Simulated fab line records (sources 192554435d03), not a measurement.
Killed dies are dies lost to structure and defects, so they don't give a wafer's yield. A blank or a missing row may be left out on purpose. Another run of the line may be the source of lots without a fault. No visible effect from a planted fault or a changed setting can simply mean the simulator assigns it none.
fab line records	flow n5_finfet
record lots=24	wafers=72	last_day=17
route steps=1938 shown BEOL_M11@1551
lots that met no fault: taken from a fault-free run of the same line
start_h: start of the lot's first displayed wafer, in hours after the record's first day	wait_h: how many hours have passed since the lot's step before this one	" repeats the value in the row above	L1.1+2: a single row standing in for several wafers	- no value, or no start was given	* or withheld: withheld	< > ~ a bound
route shown NAME@n: a module of which the file shows steps, and the number in the route of the first	usual: average and standard deviation across the fault-free wafers	same: alike in all rows	chamber/n: place in a boat	sites: per-site readings	_std_site: their standard deviation	_edge_site: mean of outer sites minus mean of inner sites	radius_mm: for every site, how far away it sits from the centre of the wafer	mask NAME#n: copy n	behind: tool/chamber where the wafer was last shaped	hold: why the lot was held/for how many hours/how that ended	device: the transistor (n, p or np) that didn't switch	end of line: the same wafers' tests at the end of the route	a step without rows: its recipe alone	killed: dies lost to structure and defects at the first sort, not the wafer's yield	map: dies across one wafer; x = killed, . = not, _ = none there
set.NAME: the setting the step ran with; set.NAME@STEP: the setting that earlier step ran with	model.NAME: the simulator's own value behind a step, which no gauge read
route steps across a sampled set of lots; one table per step, one row per wafer
services: the hour from which a tool's chamber was out of use, counted from the record's first day as start_h (under 0 if before that day), plus the number of hours and why
## steps
# step N5_BEOL_M11_INSPECT_13
# recipe mode=adi	inspect_instrument=brightfield
# usual raw_defect_count=394/92
lot.wafer	tool	chamber	start_h	wait_h	raw_defect_count
L074.1	defect_inspect-01	-	217.69	0.0	334
L074.2	"	-	"	"	326
L074.5	"	-	"	"	339
L076.1	defect_inspect-01	-	224.19	0.0	329
L076.2	"	-	"	"	596
L076.4	"	-	"	"	379
L075.1	defect_inspect-01	-	229.13	0.0	389
L075.2	"	-	"	"	280
L075.3	"	-	"	"	341
L077.2	defect_inspect-01	-	232.49	0.0	346
L077.3	"	-	"	"	427
L077.5	"	-	"	"	396
L078.2	defect_inspect-01	-	247.10	0.0	551
L078.3	"	-	"	"	623
L078.6	"	-	"	"	650
L080.4	defect_inspect-02	-	261.06	0.0	433
L080.5	"	-	"	"	439
L080.6	"	-	"	"	457
L079.1	defect_inspect-02	-	261.22	0.0	563
L079.4	"	-	"	"	320
L079.6	"	-	"	"	489
L081.3	defect_inspect-02	-	269.97	0.0	420
L081.4	"	-	"	"	464
L081.5	"	-	"	"	457
L083.2	defect_inspect-02	-	278.59	0.0	385
L083.4	"	-	"	"	441
L083.6	"	-	"	"	296
L082.1	defect_inspect-02	-	278.80	0.0	364
L082.2	"	-	"	"	262
L082.6	"	-	"	"	373
L084.1	defect_inspect-02	-	279.04	0.0	495
L084.2	"	-	"	"	358
L084.6	"	-	"	"	413
L085.1	defect_inspect-02	-	299.53	0.0	370
L085.5	"	-	"	"	256
L085.6	"	-	"	"	305
L087.1	defect_inspect-02	-	303.45	0.0	381
L087.5	"	-	"	"	276
L087.6	"	-	"	"	266
L086.1	defect_inspect-02	-	307.47	0.0	245
L086.2	"	-	"	"	342
L086.4	"	-	"	"	333
L089.1	defect_inspect-02	-	307.77	0.0	413
L089.3	"	-	"	"	455
L089.4	"	-	"	"	253
L088.1	defect_inspect-02	-	330.87	0.0	527
L088.4	"	-	"	"	312
L088.5	"	-	"	"	515
L090.3	defect_inspect-01	-	333.75	0.0	454
L090.5	"	-	"	"	293
L090.6	"	-	"	"	336
L092.2	defect_inspect-02	-	337.57	0.0	314
L092.4	"	-	"	"	277
L092.6	"	-	"	"	259
L091.1	defect_inspect-01	-	337.79	0.0	374
L091.4	"	-	"	"	383
L091.5	"	-	"	"	382
L093.1	defect_inspect-02	-	357.50	0.0	384
L093.4	"	-	"	"	359
L093.6	"	-	"	"	396
L094.1	defect_inspect-02	-	362.77	0.0	418
L094.2	"	-	"	"	527
L094.6	"	-	"	"	403
L097.1	defect_inspect-02	-	363.39	0.0	300
L097.2	"	-	"	"	355
L097.3	"	-	"	"	302
L096.1	defect_inspect-02	-	368.73	0.0	405
L096.4	"	-	"	"	579
L096.6	"	-	"	"	416
L095.3	defect_inspect-01	-	369.13	0.0	378
L095.5	"	-	"	"	555
L095.6	"	-	"	"	535
# step N5_BEOL_M11_DESCUM_16
# recipe chemistry=O2	time_s=7.9	source_power_w=50	bias_power_w=20	pressure_mtorr=20	rf_frequency_hz=2.712e+07	temp_c=40	resist=CAR-ArF	o2_flow_sccm=225
# usual drypump_motor_current_A=5.52/0.26	o2_flow_sccm=224.9/0.7	oes_product_au=0.80/0.093	rf_vpp_V=243.4/1.3	showerhead_plenum_p_Torr=2.11/0.07	throttle_valve_pct=20.39/0.23
lot.wafer	tool	chamber	start_h	wait_h	drypump_motor_current_A	o2_flow_sccm	oes_product_au	rf_hours_counter_h	rf_vpp_V	showerhead_plenum_p_Torr	throttle_valve_pct
L074.1	rie_diel-06	3	217.91	0.2	5.90	225.2	0.85	79	245.7	2.22	20.12
L074.2	"	0	"	"	5.80	224.6	0.69	240	241.7	2.05	20.59
L074.5	"	1	"	"	5.30	225.7	0.67	-	243.9	2.07	20.62
L076.1	rie_diel-06	3	224.23	0.0	5.88	224.1	0.84	81	244.9	2.22	20.13
L076.2	"	1	"	"	5.28	226.1	0.67	229	242.7	2.07	20.62
L076.4	"	2	"	"	5.41	225.7	0.72	193	243.9	2.17	20.27
L075.1	rie_diel-06	2	229.39	0.3	5.41	224.2	0.72	194	244.4	2.17	20.27
L075.2	"	1	"	"	5.30	226.1	0.67	231	243.6	2.07	20.60
L075.3	"	3	"	"	5.89	224.4	0.84	82	244.8	2.22	20.12
L077.2	rie_diel-01	2	232.52	0.0	5.75	225.6	0.67	249	245.7	2.15	20.91
L077.3	"	0	"	"	5.40	225.1	0.74	168	240.1	2.01	20.62
L077.5	"	2	"	"	5.75	225.5	0.66	-	244.9	2.14	20.89
L078.2	rie_diel-01	0	247.15	0.0	5.43	225.2	0.74	173	242.7	2.01	20.61
L078.3	"	3	"	"	5.19	224.8	0.83	75	241.9	2.12	20.71
L078.6	"	3	"	"	5.18	225.4	0.83	-	242.7	2.12	20.72
L080.4	rie_diel-06	2	261.11	0.0	5.42	225.9	0.72	-	245.2	2.17	20.29
L080.5	"	3	"	"	5.93	224.4	0.83	-	244.6	2.22	20.15
L080.6	"	1	"	"	5.34	225.5	0.66	-	241.3	2.06	20.60
L079.1	rie_diel-02	0	261.61	0.4	5.11	224.6	0.95	3	244.2	2.16	20.24
L079.4	"	1	"	"	5.66	224.6	0.81	84	240.5	2.02	20.46
L079.6	"	2	"	"	5.83	225.5	0.82	-	245.5	2.11	20.05
L081.3	rie_diel-01	2	270.00	0.0	5.77	225.9	0.98	3	244.1	2.14	20.52
L081.4	"	3	"	"	5.15	223.9	0.82	82	243.4	2.12	20.73
L081.5	"	3	"	"	5.15	225.6	0.82	-	244.0	2.12	20.73
L083.2	rie_diel-02	1	278.63	0.0	5.62	225.2	0.80	90	244.3	2.02	20.48
L083.4	"	3	"	"	5.35	224.9	0.73	186	241.8	1.99	20.53
L083.6	"	2	"	"	5.84	226.0	0.81	-	243.7	2.11	20.05
L082.1	rie_diel-01	2	278.84	0.0	5.74	225.2	0.98	5	243.2	2.14	20.54
L082.2	"	1	"	"	5.44	225.2	0.93	30	242.7	2.15	20.03
L082.6	"	3	"	"	5.15	225.2	0.82	-	243.3	2.12	20.73
L084.1	rie_diel-06	3	279.08	0.0	5.87	226.0	0.82	97	244.4	2.21	20.14
L084.2	"	2	"	"	5.41	223.7	0.71	209	244.3	2.16	20.30
L084.6	"	2	"	"	5.41	224.9	0.71	-	244.3	2.16	20.31
L085.1	rie_diel-06	3	299.90	0.4	5.90	225.5	0.82	104	243.4	2.21	20.17
L085.5	"	2	"	"	5.42	225.4	0.70	-	243.3	2.16	20.29
L085.6	"	1	"	"	5.32	226.4	0.67	-	245.1	2.06	20.62
L087.1	rie_diel-02	1	303.50	0.0	5.65	225.3	0.79	100	243.9	2.02	20.51
L087.5	"	0	"	"	5.09	225.4	0.91	-	243.7	2.15	20.24
L087.6	"	3	"	"	5.35	224.8	0.72	-	241.6	1.99	20.53
L086.1	rie_diel-01	0	307.55	0.1	5.45	225.7	0.72	191	241.6	2.00	20.63
L086.2	"	2	"	"	5.73	224.8	0.95	14	244.5	2.14	20.54
L086.4	"	3	"	"	5.17	224.4	0.81	93	244.6	2.12	20.72
L089.1	rie_diel-06	0	308.01	0.2	5.80	224.6	0.95	8	243.4	2.04	20.25
L089.3	"	1	"	"	5.31	224.1	0.67	241	244.4	2.06	20.61
L089.4	"	3	"	"	5.87	224.9	0.81	107	244.7	2.21	20.17
L088.1	rie_diel-02	0	330.91	0.0	5.12	226.0	0.88	27	243.7	2.15	20.26
L088.4	"	2	"	"	5.82	225.4	0.79	123	243.0	2.11	20.06
L088.5	"	0	"	"	5.12	225.3	0.89	-	241.9	2.15	20.24
L090.3	rie_diel-06	2	333.78	0.0	5.39	225.2	0.69	227	243.2	2.16	20.31
L090.5	"	3	"	"	5.87	225.6	0.80	-	245.4	2.21	20.16
L090.6	"	0	"	"	5.81	224.7	0.92	-	241.8	2.04	20.28
L092.2	rie_diel-01	2	337.71	0.1	5.74	225.2	0.92	23	245.2	2.14	20.56
L092.4	"	3	"	"	5.18	224.7	0.80	102	243.2	2.11	20.75
L092.6	"	0	"	"	5.42	225.6	0.72	-	240.0	2.00	20.64
L091.1	rie_diel-06	0	337.83	0.0	5.77	224.4	0.91	18	243.5	2.04	20.26
L091.4	"	3	"	"	5.91	224.3	0.79	117	244.9	2.20	20.18
L091.5	"	2	"	"	5.41	224.5	0.69	-	242.6	2.16	20.33
L093.1	rie_diel-02	3	357.61	0.1	5.34	225.2	0.71	209	241.0	1.99	20.54
L093.4	"	1	"	"	5.66	225.0	0.77	117	241.9	2.01	20.53
L093.6	"	3	"	"	5.32	224.7	0.71	-	241.8	1.99	20.54
L094.1	rie_diel-02	2	362.99	0.2	5.82	225.1	0.78	134	243.1	2.10	20.08
L094.2	"	1	"	"	5.68	225.4	0.77	119	241.4	2.01	20.52
L094.6	"	0	"	"	5.11	224.2	0.86	-	244.1	2.14	20.26
L097.1	rie_diel-06	1	363.42	0.0	5.32	225.0	1.00	3	242.4	2.06	20.24
L097.2	"	2	"	"	5.42	226.2	0.68	239	243.8	2.15	20.34
L097.3	"	0	"	"	5.79	225.5	0.90	25	245.4	2.04	20.26
L096.1	rie_diel-01	0	368.76	0.0	5.40	224.3	0.72	210	241.8	1.99	20.66
L096.4	"	2	"	"	5.73	224.4	0.90	33	243.1	2.13	20.57
L096.6	"	2	"	"	5.72	224.6	0.90	-	243.0	2.13	20.58
L095.3	rie_diel-06	1	369.18	0.1	5.29	224.7	0.99	4	242.7	2.06	20.25
L095.5	"	3	"	"	5.91	225.2	0.80	-	244.7	2.20	20.18
L095.6	"	0	"	"	5.79	224.1	0.90	-	242.1	2.04	20.27
# step N5_BEOL_M11_ETCH_61
# recipe chemistry=CF4	target=SiARC	target_depth_a=390	mask_material=CAR-ArF	time_s=65	ion_energy_ev=80	pressure_mtorr=40	source_w=545	bias_w=36	Ar_flow_sccm=100	cf4_flow_sccm=100	ends=cleared
# usual drypump_motor_current_A=5.52/0.26	etch_rf_on_time_s=65.0/1.3	mfc_ar_sccm=99.99/0.29	oes_product_au=0.68/0.076	rf_vpp_V=184.2/1.1	showerhead_plenum_p_Torr=2.15/0.066	throttle_valve_pct=15.55/0.25
lot.wafer	tool	chamber	start_h	wait_h	drypump_motor_current_A	etch_rf_on_time_s	mfc_ar_sccm	oes_product_au	rf_hours_counter_h	rf_vpp_V	showerhead_plenum_p_Torr	throttle_valve_pct
L074.1	rie_diel-06	3	217.95	0.0	5.88	64.7	99.96	0.72	79	185.3	2.26	15.26
L074.2	"	0	"	"	5.74	65.8	100.17	0.60	240	183.6	2.13	15.95
L074.5	"	1	"	"	5.31	65.6	100.01	0.58	-	183.0	2.11	15.80
L076.1	rie_diel-06	3	224.26	0.0	5.89	64.6	100.30	0.72	81	184.2	2.26	15.25
L076.2	"	1	"	"	5.31	65.7	99.96	0.58	229	181.4	2.11	15.77
L076.4	"	2	"	"	5.43	63.4	99.81	0.62	193	184.5	2.21	15.51
L075.1	rie_diel-06	2	229.43	0.0	5.42	63.1	99.77	0.62	194	185.4	2.21	15.50
L075.2	"	1	"	"	5.26	65.7	100.08	0.58	231	181.7	2.11	15.79
L075.3	"	3	"	"	5.90	64.3	99.93	0.72	82	184.6	2.25	15.26
L077.2	rie_diel-01	2	232.56	0.0	5.78	66.8	100.29	0.57	249	184.3	2.20	16.18
L077.3	"	0	"	"	5.41	64.5	99.72	0.64	168	184.1	2.05	15.69
L077.5	"	2	"	"	5.74	66.7	99.90	0.57	-	185.2	2.20	16.18
L078.2	rie_diel-01	0	247.18	0.0	5.42	65.0	99.74	0.64	173	183.1	2.05	15.71
L078.3	"	3	"	"	5.17	67.5	100.13	0.70	75	183.1	2.16	15.81
L078.6	"	3	"	"	5.16	67.2	99.45	0.70	-	183.7	2.16	15.80
L080.4	rie_diel-06	2	261.15	0.0	5.43	63.2	99.40	0.62	-	184.5	2.21	15.51
L080.5	"	3	"	"	5.89	65.1	100.10	0.72	-	185.1	2.25	15.28
L080.6	"	1	"	"	5.31	65.4	100.23	0.58	-	184.2	2.11	15.81
L079.1	rie_diel-02	0	261.65	0.0	5.13	63.5	99.46	0.83	3	185.6	2.18	15.22
L079.4	"	1	"	"	5.67	63.6	99.99	0.70	84	183.6	2.07	15.56
L079.6	"	2	"	"	5.81	66.6	100.00	0.68	-	184.6	2.15	15.19
L081.3	rie_diel-01	2	270.03	0.0	5.72	64.0	99.51	0.83	3	184.6	2.20	15.70
L081.4	"	3	"	"	5.16	68.4	99.97	0.67	82	183.9	2.16	15.80
L081.5	"	3	"	"	5.17	68.0	99.98	0.68	-	183.6	2.16	15.80
L083.2	rie_diel-02	1	278.66	0.0	5.66	62.8	99.53	0.70	90	183.7	2.07	15.58
L083.4	"	3	"	"	5.35	66.0	100.08	0.63	186	182.1	2.04	15.68
L083.6	"	2	"	"	5.83	65.9	99.92	0.69	-	184.7	2.15	15.21
L082.1	rie_diel-01	2	278.87	0.0	5.74	63.9	100.46	0.82	5	184.4	2.20	15.72
L082.2	"	1	"	"	5.49	63.7	99.96	0.79	30	186.3	2.18	15.12
L082.6	"	3	"	"	5.17	67.4	100.17	0.68	-	184.3	2.16	15.82
L084.1	rie_diel-06	3	279.13	0.0	5.90	65.6	100.19	0.70	97	185.9	2.25	15.29
L084.2	"	2	"	"	5.42	63.2	100.34	0.62	209	184.9	2.21	15.52
L084.6	"	2	"	"	5.39	63.7	100.37	0.61	-	186.2	2.21	15.53
L085.1	rie_diel-06	3	299.94	0.0	5.88	65.0	100.32	0.70	104	185.9	2.25	15.31
L085.5	"	2	"	"	5.44	63.8	99.98	0.60	-	184.0	2.20	15.55
L085.6	"	1	"	"	5.27	65.4	100.19	0.57	-	183.4	2.11	15.81
L087.1	rie_diel-02	1	303.53	0.0	5.61	63.3	100.45	0.69	100	183.5	2.06	15.59
L087.5	"	0	"	"	5.09	63.9	100.16	0.77	-	184.8	2.17	15.26
L087.6	"	3	"	"	5.33	66.6	99.73	0.62	-	182.1	2.03	15.68
L086.1	rie_diel-01	0	307.58	0.0	5.44	65.2	99.80	0.63	191	183.7	2.04	15.71
L086.2	"	2	"	"	5.75	64.9	100.07	0.80	14	185.6	2.20	15.72
L086.4	"	3	"	"	5.16	67.7	100.32	0.68	93	183.3	2.16	15.83
L089.1	rie_diel-06	0	308.05	0.0	5.81	64.2	99.84	0.81	8	184.6	2.13	15.51
L089.3	"	1	"	"	5.28	65.4	100.11	0.58	241	182.4	2.11	15.81
L089.4	"	3	"	"	5.89	64.6	100.12	0.70	107	185.9	2.25	15.29
L088.1	rie_diel-02	0	330.94	0.0	5.14	63.5	99.97	0.76	27	184.5	2.17	15.26
L088.4	"	2	"	"	5.83	65.3	100.35	0.68	123	184.7	2.14	15.24
L088.5	"	0	"	"	5.12	63.4	100.31	0.76	-	183.5	2.17	15.26
L090.3	rie_diel-06	2	333.82	0.0	5.40	64.8	99.54	0.60	227	185.0	2.20	15.55
L090.5	"	3	"	"	5.88	66.0	99.88	0.68	-	185.6	2.24	15.32
L090.6	"	0	"	"	5.75	66.0	99.91	0.78	-	182.5	2.12	15.51
L092.2	rie_diel-01	2	337.75	0.0	5.69	65.2	99.47	0.77	23	184.4	2.19	15.73
L092.4	"	3	"	"	5.16	68.0	100.25	0.67	102	185.1	2.15	15.83
L092.6	"	0	"	"	5.41	64.6	99.94	0.63	-	184.6	2.04	15.74
L091.1	rie_diel-06	0	337.86	0.0	5.75	64.0	99.80	0.79	18	184.0	2.12	15.53
L091.4	"	3	"	"	5.90	64.8	100.22	0.69	117	185.4	2.24	15.32
L091.5	"	2	"	"	5.44	63.5	99.91	0.60	-	184.1	2.20	15.57
L093.1	rie_diel-02	3	357.65	0.0	5.33	66.3	99.91	0.61	209	182.9	2.03	15.73
L093.4	"	1	"	"	5.64	63.3	100.18	0.68	117	183.4	2.06	15.63
L093.6	"	3	"	"	5.35	65.7	99.99	0.62	-	181.9	2.03	15.72
L094.1	rie_diel-02	2	363.02	0.0	5.84	65.3	99.95	0.66	134	183.5	2.14	15.25
L094.2	"	1	"	"	5.67	63.9	99.77	0.66	119	184.1	2.06	15.63
L094.6	"	0	"	"	5.11	63.7	100.15	0.75	-	185.0	2.17	15.29
L097.1	rie_diel-06	1	363.46	0.0	5.30	62.7	100.45	0.86	3	183.9	2.10	15.33
L097.2	"	2	"	"	5.48	64.6	100.17	0.58	239	185.2	2.20	15.57
L097.3	"	0	"	"	5.78	65.2	99.84	0.77	25	184.4	2.12	15.53
L096.1	rie_diel-01	0	368.79	0.0	5.41	65.0	99.52	0.62	210	183.9	2.03	15.77
L096.4	"	2	"	"	5.74	64.9	99.91	0.76	33	183.7	2.19	15.74
L096.6	"	2	"	"	5.70	64.7	99.57	0.77	-	183.6	2.19	15.73
L095.3	rie_diel-06	1	369.22	0.0	5.30	62.9	99.70	0.85	4	183.9	2.10	15.33
L095.5	"	3	"	"	5.88	65.3	100.62	0.68	-	186.0	2.24	15.34
L095.6	"	0	"	"	5.80	64.3	99.97	0.78	-	183.5	2.12	15.55
# step N5_BEOL_M11_SPUTTER_48
# recipe material=Cu	target_thk_a=120	temp_c=-20	bias_v=60	power_w=26000	chamber_pressure_pa=0.13	time_s=2
# usual throttle_valve_pct=29.7/1
lot.wafer	tool	chamber	start_h	wait_h	throttle_valve_pct
L074.1	pvd_sputter-01	-	222.91	0.1	30.5
L074.2	"	-	"	"	30.4
L074.5	"	-	"	"	30.4
L076.1	pvd_sputter-01	-	229.40	0.1	30.7
L076.2	"	-	"	"	29.6
L076.4	"	-	"	"	30.1
L075.1	pvd_sputter-02	-	232.48	0.1	28.6
L075.2	"	-	"	"	30.5
L075.3	"	-	"	"	27.8
L077.2	pvd_sputter-02	-	235.78	0.1	29.0
L077.3	"	-	"	"	28.8
L077.5	"	-	"	"	29.0
L078.2	pvd_sputter-02	-	253.70	0.1	28.8
L078.3	"	-	"	"	28.8
L078.6	"	-	"	"	27.9
L079.1	pvd_sputter-01	-	266.47	0.1	29.7
L079.4	"	-	"	"	30.3
L079.6	"	-	"	"	30.2
L080.4	pvd_sputter-01	-	266.67	0.1	30.5
L080.5	"	-	"	"	30.5
L080.6	"	-	"	"	30.1
L081.3	pvd_sputter-02	-	274.39	1.5	28.0
L081.4	"	-	"	"	28.9
L081.5	"	-	"	"	27.8
L084.1	pvd_sputter-03	-	283.23	0.1	30.9
L084.2	"	-	"	"	29.6
L084.6	"	-	"	"	29.8
L083.2	pvd_sputter-01	-	283.42	0.1	30.4
L083.4	"	-	"	"	29.5
L083.6	"	-	"	"	30.6
L082.1	pvd_sputter-03	-	283.71	0.1	32.0
L082.2	"	-	"	"	29.8
L082.6	"	-	"	"	32.1
L085.1	pvd_sputter-02	-	303.89	0.1	30.2
L085.5	"	-	"	"	28.9
L085.6	"	-	"	"	28.0
L087.1	pvd_sputter-01	-	307.40	0.1	29.4
L087.5	"	-	"	"	30.3
L087.6	"	-	"	"	29.4
L089.1	pvd_sputter-02	-	315.45	1.7	27.8
L089.3	"	-	"	"	29.0
L089.4	"	-	"	"	30.4
L086.1	pvd_sputter-03	-	316.31	0.2	30.7
L086.2	"	-	"	"	29.8
L086.4	"	-	"	"	30.2
L088.1	pvd_sputter-01	-	334.54	0.2	30.6
L088.4	"	-	"	"	30.4
L088.5	"	-	"	"	30.3
L090.3	pvd_sputter-01	-	336.90	0.1	30.7
L090.5	"	-	"	"	30.8
L090.6	"	-	"	"	30.4
L092.2	pvd_sputter-02	-	340.99	0.1	30.4
L092.4	"	-	"	"	28.8
L092.6	"	-	"	"	27.9
L091.1	pvd_sputter-02	-	341.57	0.2	27.9
L091.4	"	-	"	"	30.3
L091.5	"	-	"	"	27.9
L093.1	pvd_sputter-01	-	362.32	0.1	30.1
L093.4	"	-	"	"	29.8
L093.6	"	-	"	"	30.1
L094.1	pvd_sputter-01	-	368.06	0.2	30.5
L094.2	"	-	"	"	30.2
L094.6	"	-	"	"	30.1
L097.1	pvd_sputter-02	-	369.61	0.1	27.9
L097.2	"	-	"	"	30.6
L097.3	"	-	"	"	28.8
L095.3	pvd_sputter-03	-	373.67	0.1	30.7
L095.5	"	-	"	"	30.0
L095.6	"	-	"	"	30.6
L096.1	pvd_sputter-02	-	374.91	0.1	30.5
L096.4	"	-	"	"	28.9
L096.6	"	-	"	"	29.1
# step N5_BEOL_M11_RS_MEAS_57
# recipe thk_meas_gauge=four-point-probe	reads=Cu_of_BEOL_M11_ECD_50+Co_of_BEOL_M11_CVD_75+TaN_of_BEOL_M11_ALD_74
# usual M11_RS=0.151/0.003
lot.wafer	tool	chamber	start_h	wait_h	M11_RS[ohm/sq]
L074.1	film_metro-01	-	223.85	0.0	0.155
L074.2	"	-	"	"	0.155
L074.5	"	-	"	"	0.156
L076.1	film_metro-01	-	230.34	0.0	0.145
L076.2	"	-	"	"	0.150
L076.4	"	-	"	"	0.151
L075.1	film_metro-01	-	233.86	0.0	0.153
L075.2	"	-	"	"	0.150
L075.3	"	-	"	"	0.152
L077.2	film_metro-02	-	236.73	0.0	0.153
L077.3	"	-	"	"	0.151
L077.5	"	-	"	"	0.151
L078.2	film_metro-02	-	254.87	0.0	0.149
L078.3	"	-	"	"	0.150
L078.6	"	-	"	"	0.149
L079.1	film_metro-02	-	267.42	0.0	0.153
L079.4	"	-	"	"	0.156
L079.6	"	-	"	"	0.149
L080.4	film_metro-02	-	267.87	0.0	0.150
L080.5	"	-	"	"	0.148
L080.6	"	-	"	"	0.149
L081.3	film_metro-02	-	275.34	0.0	0.147
L081.4	"	-	"	"	0.148
L081.5	"	-	"	"	0.151
L084.1	film_metro-01	-	284.18	0.0	0.151
L084.2	"	-	"	"	0.158
L084.6	"	-	"	"	0.152
L083.2	film_metro-01	-	285.12	0.0	0.148
L083.4	"	-	"	"	0.154
L083.6	"	-	"	"	0.145
L082.1	film_metro-01	-	285.38	0.0	0.152
L082.2	"	-	"	"	0.152
L082.6	"	-	"	"	0.151
L085.1	film_metro-02	-	304.89	0.0	0.148
L085.5	"	-	"	"	0.149
L085.6	"	-	"	"	0.147
L087.1	film_metro-01	-	308.38	0.0	0.147
L087.5	"	-	"	"	0.150
L087.6	"	-	"	"	0.150
L089.1	film_metro-01	-	316.67	0.0	0.153
L089.3	"	-	"	"	0.147
L089.4	"	-	"	"	0.149
L086.1	film_metro-02	-	318.74	0.0	0.152
L086.2	"	-	"	"	0.153
L086.4	"	-	"	"	0.155
L088.1	film_metro-02	-	335.48	0.0	0.150
L088.4	"	-	"	"	0.153
L088.5	"	-	"	"	0.155
L090.3	film_metro-01	-	338.02	0.0	0.152
L090.5	"	-	"	"	0.153
L090.6	"	-	"	"	0.150
L092.2	film_metro-01	-	341.98	0.0	0.149
L092.4	"	-	"	"	0.151
L092.6	"	-	"	"	0.148
L091.1	film_metro-02	-	342.51	0.0	0.148
L091.4	"	-	"	"	0.155
L091.5	"	-	"	"	0.148
L093.1	film_metro-01	-	363.31	0.0	0.153
L093.4	"	-	"	"	0.150
L093.6	"	-	"	"	0.150
L094.1	film_metro-01	-	369.00	0.0	0.147
L094.2	"	-	"	"	0.154
L094.6	"	-	"	"	0.154
L097.1	film_metro-02	-	370.84	0.0	0.152
L097.2	"	-	"	"	0.155
L097.3	"	-	"	"	0.145
L095.3	film_metro-02	-	374.77	0.0	0.147
L095.5	"	-	"	"	0.148
L095.6	"	-	"	"	0.153
L096.1	film_metro-02	-	375.86	0.0	0.153
L096.4	"	-	"	"	0.149
L096.6	"	-	"	"	0.149
# step N5_BEOL_M11_INSPECT_58
# recipe inspect_instrument=darkfield	mode=post_dep
# usual raw_defect_count=71/24
lot.wafer	tool	chamber	start_h	wait_h	raw_defect_count
L074.1	defect_inspect-02	-	223.88	0.0	45
L074.2	"	-	"	"	73
L074.5	"	-	"	"	67
L076.1	defect_inspect-02	-	230.37	0.0	128
L076.2	"	-	"	"	93
L076.4	"	-	"	"	79
L075.1	defect_inspect-02	-	233.89	0.0	83
L075.2	"	-	"	"	110
L075.3	"	-	"	"	91
L077.2	defect_inspect-02	-	236.75	0.0	63
L077.3	"	-	"	"	88
L077.5	"	-	"	"	36
L078.2	defect_inspect-02	-	254.90	0.0	85
L078.3	"	-	"	"	72
L078.6	"	-	"	"	99
L079.1	defect_inspect-02	-	267.45	0.0	72
L079.4	"	-	"	"	42
L079.6	"	-	"	"	44
L080.4	defect_inspect-02	-	267.90	0.0	129
L080.5	"	-	"	"	112
L080.6	"	-	"	"	69
L081.3	defect_inspect-02	-	275.37	0.0	59
L081.4	"	-	"	"	63
L081.5	"	-	"	"	59
L084.1	defect_inspect-01	-	284.20	0.0	60
L084.2	"	-	"	"	84
L084.6	"	-	"	"	90
L083.2	defect_inspect-01	-	285.15	0.0	39
L083.4	"	-	"	"	92
L083.6	"	-	"	"	67
L082.1	defect_inspect-01	-	285.40	0.0	101
L082.2	"	-	"	"	72
L082.6	"	-	"	"	98
L085.1	defect_inspect-01	-	304.91	0.0	76
L085.5	"	-	"	"	49
L085.6	"	-	"	"	40
L087.1	defect_inspect-01	-	308.40	0.0	86
L087.5	"	-	"	"	56
L087.6	"	-	"	"	67
L089.1	defect_inspect-02	-	316.70	0.0	82
L089.3	"	-	"	"	87
L089.4	"	-	"	"	62
L086.1	defect_inspect-02	-	318.77	0.0	37
L086.2	"	-	"	"	35
L086.4	"	-	"	"	31
L088.1	defect_inspect-02	-	335.51	0.0	60
L088.4	"	-	"	"	46
L088.5	"	-	"	"	53
L090.3	defect_inspect-02	-	338.05	0.0	45
L090.5	"	-	"	"	88
L090.6	"	-	"	"	44
L092.2	defect_inspect-02	-	342.00	0.0	133
L092.4	"	-	"	"	73
L092.6	"	-	"	"	57
L091.1	defect_inspect-02	-	342.54	0.0	73
L091.4	"	-	"	"	59
L091.5	"	-	"	"	96
L093.1	defect_inspect-01	-	363.33	0.0	38
L093.4	"	-	"	"	58
L093.6	"	-	"	"	46
L094.1	defect_inspect-02	-	369.03	0.0	92
L094.2	"	-	"	"	73
L094.6	"	-	"	"	59
L097.1	defect_inspect-02	-	370.87	0.0	47
L097.2	"	-	"	"	67
L097.3	"	-	"	"	58
L095.3	defect_inspect-01	-	374.80	0.0	106
L095.5	"	-	"	"	117
L095.6	"	-	"	"	77
L096.1	defect_inspect-02	-	375.88	0.0	172
L096.4	"	-	"	"	124
L096.6	"	-	"	"	63
## services
tool	chamber	start_h	hours	kind
rie_diel-02	0	233.89	-	clean
rie_diel-02	0	233.89	-	consumable_replace:focus_ring
rie_diel-02	0	233.89	14.9	scheduled_down
rie_diel-02	0	233.89	14.9	vent_cycle
pvd_sputter-03	-	235.09	39.9	repair
rie_diel-01	2	235.33	5.0	repair
rie_diel-01	2	242.52	-	clean
rie_diel-01	2	242.52	-	consumable_replace:focus_ring
rie_diel-01	2	242.52	17.4	scheduled_down
rie_diel-01	2	242.52	17.4	vent_cycle
rie_diel-02	1	243.32	8.0	repair
rie_diel-06	0	260.74	-	clean
rie_diel-06	0	260.74	-	consumable_replace:focus_ring
rie_diel-06	0	260.74	22.9	scheduled_down
rie_diel-06	0	260.74	22.9	vent_cycle
rie_diel-01	1	313.05	21.1	repair
rie_diel-06	1	339.35	-	clean
rie_diel-06	1	339.35	-	consumable_replace:focus_ring
rie_diel-06	1	339.35	14.3	scheduled_down
rie_diel-06	1	339.35	14.3	vent_cycle
rie_diel-06	3	342.18	7.7	repair
rie_diel-06	0	344.37	5.4	repair
## key
fault none
